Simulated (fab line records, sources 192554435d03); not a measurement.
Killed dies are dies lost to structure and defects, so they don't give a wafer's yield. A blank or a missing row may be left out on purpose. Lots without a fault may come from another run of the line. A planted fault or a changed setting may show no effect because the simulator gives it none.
Which tool did it? | flow n5_finfet | 12 lots, 36 wafers sampled, at 1 step of a route of 1938

WHAT THE GAUGES READ, wafer by wafer
N5_HKMG_FIN_INSPECT_28: inspects for defects (darkfield).
lot  | measured     | on                | raw_defect_count
L075 | day 4 13:59  | defect_inspect-01 | 54 36 37
L077 | day 5 02:49  | defect_inspect-02 | 66 59 59
L079 | day 5 15:17  | defect_inspect-02 | 19 42 22
L081 | day 6 03:20  | defect_inspect-01 | 25 37 37
L083 | day 6 11:56  | defect_inspect-02 | 21 24 53
L085 | day 7 03:08  | defect_inspect-02 | 28 39 28
L086 | day 8 15:38  | defect_inspect-01 | 47 49 59
L089 | day 8 17:46  | defect_inspect-01 | 30 20 25
L093 | day 9 20:53  | defect_inspect-01 | 27 14 28
L094 | day 10 02:55 | defect_inspect-01 | 34 45 64
L092 | day 10 05:47 | defect_inspect-02 | 78 40 50
L097 | day 10 14:13 | defect_inspect-02 | 22 37 25

WHICH TOOL RAN EACH LOT (tool, then ch and the chambers of the sampled wafers, then the start)
The record holds no process step before these readings.

THE ANSWER, worked out from the rows above alone
Rule: what is usual is taken from the lots themselves. Put in order of their means at a reading, lots are off if they are a third of the lots or fewer, leave a main group of 4 or more, and stand apart from it by a gap of 3 or more times the standard deviation of the main group's means; of several such gaps the widest counts. A main group whose means are all the same, to the digits that the tables above print for the reading, isn't used. A lot without any number at a reading at which 4 lots or more have one is off too. The other lots that the step has rows for count as sound.
No lot is off at any reading shown: from this, nothing can be told.

WHAT THE SIMULATOR HAD PUT IN
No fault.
